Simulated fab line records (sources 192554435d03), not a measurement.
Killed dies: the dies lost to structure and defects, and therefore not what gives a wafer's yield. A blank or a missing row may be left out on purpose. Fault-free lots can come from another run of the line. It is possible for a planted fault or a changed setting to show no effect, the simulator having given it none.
fab line records	flow n5Finfet	part 1 of 2: steps 1 to 22 of 27
record: lots: 5	wafers: 15	lastDay: 18
route steps=1938 shown BEOL_M8@1352
lots that met no fault: taken from a fault-free run of the same line
startH: start of the lot's first displayed wafer, in hours after the record's first day	waitH: how many hours have passed since the lot's step before this one	" as in the row above	L1.1+2: one row covering several wafers at once	- no value, or no start given	* or withheld: withheld	< > ~ a bound
route shown NAME@n: NAME is a module with steps in the file, n the number in the route of the first one	usual: average and standard deviation across the fault-free wafers	same: alike in all rows	chamber/n: place in a boat	sites: per-site readings	_std_site: how widely they spread, as a standard deviation	_edge_site: inner sites' mean taken away from outer sites' mean	radiusMm: for every site, how far away it sits from the centre of the wafer	mask NAME#n: copy n	behind: the most recent tool/chamber to have shaped the wafer	hold: what put the lot on hold/how long, in hours/how the hold closed	device: transistor that didn't switch, given as n, p or np	end of line: tests of these same wafers at the route's end	step lacking rows: just its recipe	killed: count of dies lost to structure and defects at first sort (not the wafer's yield)	map: a wafer's dies, x killed, . not, _ none there
set.NAME: setting as actually run; set.NAME@STEP: the setting as run at that earlier step	model.NAME: the simulator's own value behind a step, which no gauge read
lots at some steps of the route; a table a step, a row a wafer
services: from which hour (startH, from the record's first day; less than 0 if before it) a tool's chamber was out of use, for how many hours, and why
== steps ==
step: N5_BEOL_M8_STRIP_67
recipe: chemistry: CF4	resist: SiARC	powerW: 300	biasPowerW: 75	pressureMtorr: 50	cf4FlowSccm: 150	rfFrequencyHz: 6e+07
usual: cf4FlowSccm: 150.1/0.48	drypumpMotorCurrentA: 5.6/0.4	oesProductAu: 0.83/0.065	rfVppV: 271.4/1.2	showerheadPlenumPTorr: 1.80/0.041	throttleValvePct: 13.51/0.2
lot.wafer	tool	chamber	startH	waitH	cf4FlowSccm	drypumpMotorCurrentA	oesProductAu	rfHoursCounterH	rfVppV	showerheadPlenumPTorr	throttleValvePct
L078.1	rieDiel-01	2	242.28	0.0	150.0	4.9	0.87	50	272.0	1.80	13.22
L078.4	"	3	"	"	150.5	5.6	0.67	246	271.1	1.84	13.94
L078.5	"	0	"	"	149.8	5.4	0.84	-	270.9	1.82	13.47
L082.3	rieDiel-05	0	245.70	0.0	149.7	5.8	0.77	120	271.9	1.80	13.25
L082.4	"	3	"	"	150.1	6.2	0.90	11	272.1	1.82	13.33
L082.5	"	0	"	"	150.2	5.7	0.78	-	270.8	1.80	13.25
L081.1	rieDiel-05	0	250.77	0.0	149.6	5.7	0.77	121	271.8	1.80	13.25
L081.3	"	3	"	"	149.6	6.3	0.91	13	273.1	1.82	13.32
L081.4	"	1	"	"	149.9	5.8	0.86	61	269.6	1.74	13.54
L083.1	rieDiel-05	0	264.09	0.0	150.4	5.6	0.77	125	270.8	1.79	13.24
L083.2	"	2	"	"	149.9	5.8	0.84	76	269.3	1.75	13.69
L083.3	"	1	"	"	149.7	5.9	0.85	65	272.0	1.74	13.57
L096.1	rieDiel-05	3	355.84	0.0	150.4	6.3	0.85	49	272.7	1.81	13.42
L096.2	"	2	"	"	149.5	5.8	0.80	108	270.5	1.74	13.76
L096.5	"	3	"	"	150.2	6.3	0.84	-	269.8	1.81	13.41
step: N5_BEOL_M8_HM_OPEN_17
recipe: chemistry: Cl2/BCl3	targetDepthA: 200	overetchA: 60	target: TiN	maskMaterial: SOC	ionEnergyEv: 150	pressureMtorr: 10	icpW: 1000	biasW: 126	Cl2_flow_sccm: 53.25	bcl3FlowSccm: 21.75	Ar_flow_sccm: 25
usual: bcl3FlowSccm: 21.75/0.069	drypumpMotorCurrentA: 5.9/0.48	heBacksideLeakSccm: 3.37/0.17	oesProductAu: 0.68/0.063	throttleValvePct: 22.1/0.31
lot.wafer	tool	chamber	startH	waitH	bcl3FlowSccm	drypumpMotorCurrentA	heBacksideLeakSccm	oesProductAu	rfHoursCounterH	throttleValvePct
L078.1	rieMetal-01	0	242.33	0.0	21.87	4.7	3.61	0.74	14	22.1
L078.4	"	0	"	"	21.80	4.7	3.42	0.76	-	22.1
L078.5	"	1	"	"	21.79	6.3	3.26	0.80	-	21.4
L082.3	rieMetal-02	1	245.77	0.1	21.78	6.0	3.37	0.65	-	22.6
L082.4	"	0	"	"	21.69	5.6	3.27	0.61	-	22.0
L082.5	"	1	"	"	21.64	6.0	3.47	0.65	-	22.5
L081.1	rieMetal-03	0	250.81	0.0	21.82	6.3	3.62	0.75	17	22.0
L081.3	"	1	"	"	21.66	6.3	3.22	0.71	-	22.1
L081.4	"	0	"	"	21.77	6.3	3.53	0.75	-	22.0
L083.1	rieMetal-02	1	264.13	0.0	21.71	6.0	3.42	0.67	44	22.5
L083.2	"	0	"	"	21.75	5.6	3.23	0.60	76	22.0
L083.3	"	1	"	"	21.70	6.1	3.46	0.66	-	22.5
L096.1	rieMetal-02	0	355.88	0.0	21.78	5.6	3.21	0.58	84	22.0
L096.2	"	1	"	"	21.80	6.0	3.28	0.64	53	22.6
L096.5	"	0	"	"	21.73	5.6	3.13	0.58	-	22.0
step: N5_BEOL_M8_STRIP_19
recipe: chemistry: O2	powerW: 400	tempC: 40	pressureMtorr: 30	rfFrequencyHz: 6e+07	biasPowerW: 0	overashFraction: 0.2	o2FlowSccm: 225
usual: drypumpMotorCurrentA: 5.6/0.41	oesProductAu: 0.82/0.073	rfVppV: 3.7/0.58	showerheadPlenumPTorr: 2.12/0.06	throttleValvePct: 16.66/0.17
lot.wafer	tool	chamber	startH	waitH	drypumpMotorCurrentA	oesProductAu	rfHoursCounterH	rfVppV	showerheadPlenumPTorr	throttleValvePct
L078.1	rieDiel-06	0	242.58	0.2	5.3	0.73	183	3.3	2.09	16.89
L078.4	"	1	"	"	6.2	0.69	235	3.9	1.97	16.74
L078.5	"	1	"	"	6.2	0.70	-	3.2	1.97	16.73
L082.3	rieDiel-01	3	245.85	0.1	5.6	0.67	248	3.3	2.16	17.00
L082.4	"	0	"	"	5.4	0.82	88	3.7	2.14	16.67
L082.5	"	3	"	"	5.6	0.67	-	4.0	2.16	17.00
L081.1	rieDiel-06	1	250.93	0.1	6.2	0.67	238	3.7	1.97	16.74
L081.3	"	0	"	"	5.3	0.72	186	3.9	2.09	16.88
L081.4	"	3	"	"	5.1	0.91	14	3.6	2.16	16.59
L083.1	rieDiel-06	0	264.28	0.1	5.3	0.71	191	4.0	2.08	16.91
L083.2	"	1	"	"	6.2	0.68	243	3.0	1.97	16.73
L083.3	"	2	"	"	5.3	0.82	83	3.2	2.21	16.53
L096.1	rieDiel-06	2	355.99	0.1	5.3	0.78	118	5.1	2.20	16.58
L096.2	"	3	"	"	5.1	0.84	54	4.0	2.15	16.67
L096.5	"	3	"	"	5.1	0.86	-	2.8	2.15	16.68
step: N5_BEOL_M8_CD_MEAS_18
recipe: pitchNm: 80	targetCdNm: 40
usual: cdNm: 40.2/0.6
lot.wafer	tool	chamber	startH	waitH	cdNm
L078.1	cdSem-01	-	242.65	0.0	40.1
L078.4	"	-	"	"	39.6
L078.5	"	-	"	"	40.2
L082.3	cdSem-01	-	245.92	0.1	40.4
L082.4	"	-	"	"	41.1
L082.5	"	-	"	"	40.3
L081.1	cdSem-03	-	251.00	0.0	39.4
L081.3	"	-	"	"	40.1
L081.4	"	-	"	"	39.8
L083.1	cdSem-02	-	264.35	0.0	39.6
L083.2	"	-	"	"	39.8
L083.3	"	-	"	"	39.2
L096.1	cdSem-01	-	356.07	0.1	40.7
L096.2	"	-	"	"	40.0
L096.5	"	-	"	"	39.7
step: N5_BEOL_M8_COAT_63
recipe: resist: SOC	tempC: 250	timeS: 60	spinRpm: 1500	resistThkNm: 60
same: timeS: 60
lot.wafer	tool	chamber	startH	waitH
L078.1+4+5	lithoTrack-04	0	243.31	0.7
L082.3+4+5	lithoTrack-01	0	245.96	0.0
L081.1+3+4	lithoTrack-01	0	253.75	2.7
L083.1+2+3	lithoTrack-04	0	265.55	1.2
L096.1+2+5	lithoTrack-03	0	356.24	0.2
step: N5_BEOL_M8_COAT_64
recipe: resist: SiARC	tempC: 220	timeS: 60	spinRpm: 1500	resistThkNm: 12
same: timeS: 60
lot.wafer	tool	chamber	startH	waitH
L078.1+4+5	lithoTrack-04	0	-	-
L082.3+4+5	lithoTrack-01	0	-	-
L081.1+3+4	lithoTrack-01	0	-	-
L083.1+2+3	lithoTrack-04	0	-	-
L096.1+2+5	lithoTrack-03	0	-	-
step: N5_BEOL_M8_COAT_71
recipe: resist: underlayer	tempC: 205	timeS: 60	spinRpm: 1500	resistThkNm: 5
same: timeS: 60
lot.wafer	tool	chamber	startH	waitH
L078.1+4+5	lithoTrack-04	0	-	-
L082.3+4+5	lithoTrack-01	0	-	-
L081.1+3+4	lithoTrack-01	0	-	-
L083.1+2+3	lithoTrack-04	0	-	-
L096.1+2+5	lithoTrack-03	0	-	-
step: N5_BEOL_M8_COAT_22
recipe: resist: CAR-EUV	spinRpm: 1500	resistThkNm: 30
lot.wafer	tool	chamber	startH	waitH
L078.1+4+5	lithoTrack-04	0	-	-
L082.3+4+5	lithoTrack-01	0	-	-
L081.1+3+4	lithoTrack-01	0	-	-
L083.1+2+3	lithoTrack-04	0	-	-
L096.1+2+5	lithoTrack-03	0	-	-
step: N5_BEOL_M8_EBR_24
recipe: solvent: PGMEA	ebrWidthMm: 1.5
lot.wafer	tool	chamber	startH	waitH
L078.1+4+5	lithoTrack-04	0	-	-
L082.3+4+5	lithoTrack-01	0	-	-
L081.1+3+4	lithoTrack-01	0	-	-
L083.1+2+3	lithoTrack-04	0	-	-
L096.1+2+5	lithoTrack-03	0	-	-
step: N5_BEOL_M8_SOFTBAKE_23
recipe: tempC: 110	timeS: 60	resist: CAR-EUV
same: timeS: 60
lot.wafer	tool	chamber	startH	waitH
L078.1+4+5	lithoTrack-04	0	-	-
L082.3+4+5	lithoTrack-01	0	-	-
L081.1+3+4	lithoTrack-01	0	-	-
L083.1+2+3	lithoTrack-04	0	-	-
L096.1+2+5	lithoTrack-03	0	-	-
step: N5_BEOL_M8_EXPOSE_25
recipe: maskId: V7	na: 0.33	sourceShape: annular	sigmaInner: 0.4	sigmaOuter: 0.8	polarization: unpolarized	targetCdNm: 40	doseMj: 42.5
same: sigmaOuter: 0.8
lot.wafer	tool	chamber	startH	waitH	mask
L078.1+4+5	euvScanner-02	0	243.66	-	V7#0
L082.3+4+5	euvScanner-02	0	246.11	-	V7#0
L081.1+3+4	euvScanner-01	0	254.01	-	V7#0
L083.1+2+3	euvScanner-02	0	270.34	-	V7#0
L096.1+2+5	euvScanner-02	0	356.37	-	V7#0
step: N5_BEOL_M8_PEB_26
recipe: pebTempC: 100	pebTimeS: 60	resist: CAR-EUV
lot.wafer	tool	chamber	startH	waitH
L078.1+4+5	lithoTrack-01	0	243.72	0.1
L082.3+4+5	lithoTrack-01	0	246.16	0.0
L081.1+3+4	lithoTrack-03	0	254.08	0.1
L083.1+2+3	lithoTrack-03	0	270.41	0.1
L096.1+2+5	lithoTrack-04	0	356.44	0.1
step: N5_BEOL_M8_DEVELOP_27
recipe: developTimeS: 30	developer: TMAH	resist: CAR-EUV	rinseLiquid: surfactantRinse	dry: airSpin	devTempC: 23
lot.wafer	tool	chamber	startH	waitH
L078.1+4+5	lithoTrack-01	0	-	-
L082.3+4+5	lithoTrack-01	0	-	-
L081.1+3+4	lithoTrack-03	0	-	-
L083.1+2+3	lithoTrack-03	0	-	-
L096.1+2+5	lithoTrack-04	0	-	-
step: N5_BEOL_M8_CD_MEAS_28
recipe: targetCdNm: 40	landingEnergyEv: 500	detector: seInlens
usual: cdNm: 40.09/0.24
lot.wafer	tool	chamber	startH	waitH	cdNm
L078.1	cdSem-02	0	243.79	-	40.19
L078.4	"	0	"	"	39.98
L078.5	"	0	"	"	40.65
L082.3	cdSem-03	0	246.23	-	40.05
L082.4	"	0	"	"	40.08
L082.5	"	0	"	"	39.98
L081.1	cdSem-01	0	254.15	-	40.45
L081.3	"	0	"	"	39.72
L081.4	"	0	"	"	40.37
L083.1	cdSem-02	0	270.47	-	39.89
L083.2	"	0	"	"	40.15
L083.3	"	0	"	"	39.68
L096.1	cdSem-02	0	356.51	-	40.31
L096.2	"	0	"	"	40.12
L096.5	"	0	"	"	40.30
step: N5_BEOL_M8_OVL_MEAS_29
recipe: pointsPerWafer: 522
usual: V7_OVL: 0.0/0.64
lot.wafer	tool	chamber	startH	waitH	V7_OVL[nm]
L078.1	overlay-02	0	243.82	0.0	1.4
L078.4	"	0	"	"	1.0
L078.5	"	0	"	"	0.4
L082.3	overlay-01	0	246.27	0.0	0.0
L082.4	"	0	"	"	0.5
L082.5	"	0	"	"	-0.3
L081.1	overlay-01	0	254.19	0.0	0.3
L081.3	"	0	"	"	-0.3
L081.4	"	0	"	"	-0.5
L083.1	overlay-02	0	270.50	0.0	0.6
L083.2	"	0	"	"	0.3
L083.3	"	0	"	"	0.5
L096.1	overlay-01	0	356.54	0.0	-0.1
L096.2	"	0	"	"	0.0
L096.5	"	0	"	"	0.8
step: N5_BEOL_M8_INSPECT_30
recipe: mode: adi	inspectInstrument: brightfield
usual: rawDefectCount: 422/97
lot.wafer	tool	chamber	startH	waitH	rawDefectCount
L078.1	defectInspect-02	-	243.88	0.1	411
L078.4	"	-	"	"	325
L078.5	"	-	"	"	260
L082.3	defectInspect-01	-	246.32	0.0	770
L082.4	"	-	"	"	467
L082.5	"	-	"	"	421
L081.1	defectInspect-01	-	254.24	0.1	438
L081.3	"	-	"	"	355
L081.4	"	-	"	"	325
L083.1	defectInspect-01	-	270.56	0.1	468
L083.2	"	-	"	"	403
L083.3	"	-	"	"	523
L096.1	defectInspect-02	-	356.59	0.1	321
L096.2	"	-	"	"	355
L096.5	"	-	"	"	336
step: N5_BEOL_M8_DESCUM_33
recipe: chemistry: O2	timeS: 7	sourcePowerW: 50	biasPowerW: 20	pressureMtorr: 20	rfFrequencyHz: 2.712e+07	tempC: 40	resist: CAR-EUV	o2FlowSccm: 225
usual: drypumpMotorCurrentA: 5.6/0.42	oesProductAu: 0.82/0.073	rfVppV: 243.4/1.2	showerheadPlenumPTorr: 2.11/0.062	throttleValvePct: 20.47/0.17
same: timeS: 7
lot.wafer	tool	chamber	startH	waitH	drypumpMotorCurrentA	oesProductAu	rfHoursCounterH	rfVppV	showerheadPlenumPTorr	throttleValvePct
L078.1	rieDiel-06	3	244.61	0.7	5.1	0.92	12	242.4	2.16	20.48
L078.4	"	1	"	"	6.1	0.68	236	242.7	1.96	20.44
L078.5	"	3	"	"	5.1	0.92	-	244.6	2.16	20.45
L082.3	rieDiel-01	0	246.35	0.0	5.4	0.83	88	243.2	2.14	20.46
L082.4	"	3	"	"	5.6	0.67	248	243.9	2.15	20.75
L082.5	"	0	"	"	5.4	0.82	-	244.5	2.14	20.46
L081.1	rieDiel-05	2	254.33	0.1	5.8	0.83	73	243.0	2.04	20.67
L081.3	"	0	"	"	5.7	0.77	122	242.9	2.11	20.14
L081.4	"	1	"	"	5.8	0.87	62	243.1	2.02	20.49
L083.1	rieDiel-06	2	270.60	0.0	5.3	0.82	85	245.6	2.20	20.31
L083.2	"	0	"	"	5.4	0.72	194	242.2	2.08	20.70
L083.3	"	1	"	"	6.2	0.68	245	242.0	1.96	20.43
L096.1	rieDiel-05	1	356.63	0.0	5.9	0.82	96	242.5	2.01	20.54
L096.2	"	2	"	"	5.8	0.78	108	241.8	2.03	20.71
L096.5	"	3	"	"	6.3	0.84	-	244.2	2.11	20.28
step: N5_BEOL_M8_ETCH_72
recipe: chemistry: N2/H2	target: underlayer	targetDepthA: 65	maskMaterial: CAR-EUV	timeS: 5.2	ionEnergyEv: 200	pressureMtorr: 30	sourceW: 840	biasW: 150	n2FlowSccm: 200	h2FlowSccm: 200	ends: cleared
usual: drypumpMotorCurrentA: 5.6/0.42	etchRfOnTimeS: 5.15/0.094	n2FlowSccm: 200.0/0.65	oesProductAu: 0.70/0.065	rfVppV: 524.1/2.3	showerheadPlenumPTorr: 2.55/0.074	throttleValvePct: 17.84/0.18
lot.wafer	tool	chamber	startH	waitH	drypumpMotorCurrentA	etchRfOnTimeS	n2FlowSccm	oesProductAu	rfHoursCounterH	rfVppV	showerheadPlenumPTorr	throttleValvePct
L078.1	rieDiel-06	3	244.64	0.0	5.1	5.07	199.3	0.81	12	524.4	2.59	17.62
L078.4	"	1	"	"	6.2	5.36	199.4	0.59	236	520.0	2.39	18.05
L078.5	"	3	"	"	5.1	5.14	199.7	0.79	-	524.1	2.59	17.63
L082.3	rieDiel-01	0	246.38	0.0	5.4	5.21	200.2	0.70	88	523.0	2.55	17.64
L082.4	"	3	"	"	5.6	5.26	199.6	0.57	248	526.3	2.60	18.08
L082.5	"	0	"	"	5.4	5.13	200.1	0.71	-	524.1	2.55	17.66
L081.1	rieDiel-05	2	254.36	0.0	5.8	5.14	201.2	0.73	73	522.0	2.47	17.90
L081.3	"	0	"	"	5.7	5.25	200.8	0.65	122	525.4	2.57	17.66
L081.4	"	1	"	"	5.9	5.15	199.7	0.74	62	521.7	2.46	17.90
L083.1	rieDiel-06	2	270.63	0.0	5.3	5.26	200.0	0.70	85	529.1	2.68	17.74
L083.2	"	0	"	"	5.3	5.30	199.2	0.60	194	526.1	2.54	18.22
L083.3	"	1	"	"	6.2	5.39	200.0	0.58	245	519.1	2.39	18.04
L096.1	rieDiel-05	1	356.66	0.0	5.9	5.12	199.7	0.69	96	519.0	2.44	17.96
L096.2	"	2	"	"	5.8	5.15	200.5	0.68	108	521.4	2.45	17.96
L096.5	"	3	"	"	6.3	5.09	198.5	0.73	-	525.5	2.60	17.86
step: N5_BEOL_M8_ETCH_65
recipe: chemistry: CF4	target: SiARC	targetDepthA: 156	maskMaterial: CAR-EUV	timeS: 26	ionEnergyEv: 80	pressureMtorr: 40	sourceW: 545	biasW: 36	Ar_flow_sccm: 100	cf4FlowSccm: 100	ends: cleared
usual: cf4FlowSccm: 99.97/0.28	drypumpMotorCurrentA: 5.6/0.42	etchRfOnTimeS: 25.7/0.35	oesProductAu: 0.71/0.063	rfVppV: 184.3/1.1	showerheadPlenumPTorr: 2.15/0.057	throttleValvePct: 15.56/0.19
lot.wafer	tool	chamber	startH	waitH	cf4FlowSccm	drypumpMotorCurrentA	etchRfOnTimeS	oesProductAu	rfHoursCounterH	rfVppV	showerheadPlenumPTorr	throttleValvePct
L078.1	rieDiel-06	3	244.66	0.0	100.20	5.1	25.5	0.80	12	183.5	2.20	15.47
L078.4	"	1	"	"	100.19	6.1	26.3	0.59	236	182.2	2.04	15.77
L078.5	"	3	"	"	100.02	5.1	25.5	0.80	-	183.8	2.20	15.46
L082.3	rieDiel-01	0	246.40	0.0	99.36	5.4	25.6	0.72	88	184.3	2.16	15.47
L082.4	"	3	"	"	99.79	5.6	26.1	0.57	248	185.1	2.20	15.92
L082.5	"	0	"	"	99.65	5.4	25.8	0.72	-	184.0	2.16	15.48
L081.1	rieDiel-05	2	254.38	0.0	100.64	5.8	25.4	0.72	73	183.5	2.08	15.71
L081.3	"	0	"	"	99.76	5.7	25.8	0.67	122	183.7	2.15	15.29
L081.4	"	1	"	"	100.17	5.8	25.8	0.73	62	183.7	2.07	15.59
L083.1	rieDiel-06	2	270.65	0.0	100.00	5.3	25.6	0.70	85	184.9	2.24	15.43
L083.2	"	0	"	"	100.16	5.3	25.8	0.62	194	184.1	2.13	15.86
L083.3	"	1	"	"	100.04	6.2	26.7	0.58	245	181.8	2.03	15.80
L096.1	rieDiel-05	1	356.68	0.0	100.22	5.9	26.0	0.70	96	184.8	2.06	15.66
L096.2	"	2	"	"	100.22	5.8	25.6	0.69	108	185.2	2.07	15.78
L096.5	"	3	"	"	99.87	6.3	25.3	0.73	-	184.3	2.17	15.47
step: N5_BEOL_M8_ETCH_66
recipe: chemistry: N2/H2	target: SOC	targetDepthA: 800	overetchA: 160	maskMaterial: SiARC	tempC: 40	timeS: 120	ionEnergyEv: 200	pressureMtorr: 30	sourceW: 840	biasW: 150	n2FlowSccm: 200	h2FlowSccm: 200
usual: drypumpMotorCurrentA: 5.6/0.42	n2FlowSccm: 200.0/0.56	oesProductAu: 0.63/0.054	rfVppV: 524.2/2.2	showerheadPlenumPTorr: 2.55/0.074	throttleValvePct: 17.80/0.18
same: timeS: 120
lot.wafer	tool	chamber	startH	waitH	drypumpMotorCurrentA	n2FlowSccm	oesProductAu	rfHoursCounterH	rfVppV	showerheadPlenumPTorr	throttleValvePct
L078.1	rieDiel-06	3	244.69	0.0	5.1	200.2	0.71	12	525.2	2.59	17.61
L078.4	"	1	"	"	6.2	199.8	0.53	236	519.9	2.39	17.99
L078.5	"	3	"	"	5.1	199.6	0.71	-	525.3	2.59	17.59
L082.3	rieDiel-01	0	246.43	0.0	5.4	199.1	0.63	88	524.1	2.55	17.61
L082.4	"	3	"	"	5.6	200.0	0.51	248	526.2	2.60	18.03
L082.5	"	0	"	"	5.4	200.5	0.64	-	526.3	2.55	17.61
L081.1	rieDiel-05	2	254.41	0.0	5.8	200.4	0.65	73	522.7	2.46	17.87
L081.3	"	0	"	"	5.7	200.1	0.59	122	523.6	2.57	17.63
L081.4	"	1	"	"	5.9	199.3	0.65	62	522.7	2.46	17.85
L083.1	rieDiel-06	2	270.68	0.0	5.3	199.8	0.62	85	527.7	2.68	17.71
L083.2	"	0	"	"	5.3	199.4	0.55	194	523.7	2.54	18.20
L083.3	"	1	"	"	6.2	199.1	0.53	245	522.9	2.39	18.00
L096.1	rieDiel-05	1	356.71	0.0	5.9	201.7	0.63	96	521.1	2.44	17.91
L096.2	"	2	"	"	5.8	200.8	0.62	108	521.5	2.45	17.93
L096.5	"	3	"	"	6.3	200.0	0.64	-	525.0	2.60	17.78
step: N5_BEOL_M8_STRIP_69
recipe: chemistry: N2/H2	tempC: 40	n2FlowSccm: 200	h2FlowSccm: 200	rfFrequencyHz: 6e+07
lot.wafer	tool	chamber	startH	waitH
L078.1+4+5	rieDiel-06	3,1,3	244.77	0.0
L082.3+4+5	rieDiel-01	0,3,0	246.51	0.0
L081.1+3+4	rieDiel-05	2,0,1	254.49	0.0
L083.1+2+3	rieDiel-06	2,0,1	270.76	0.0
L096.1+2+5	rieDiel-05	1,2,3	356.79	0.0
step: N5_BEOL_M8_STRIP_73
recipe: chemistry: N2/H2	tempC: 40	n2FlowSccm: 200	h2FlowSccm: 200	rfFrequencyHz: 6e+07
lot.wafer	tool	chamber	startH	waitH
L078.1+4+5	rieDiel-06	3,1,3	244.78	0.0
L082.3+4+5	rieDiel-01	0,3,0	246.52	0.0
L081.1+3+4	rieDiel-05	2,0,1	254.50	0.0
L083.1+2+3	rieDiel-06	2,0,1	270.77	0.0
L096.1+2+5	rieDiel-05	1,2,3	356.80	0.0
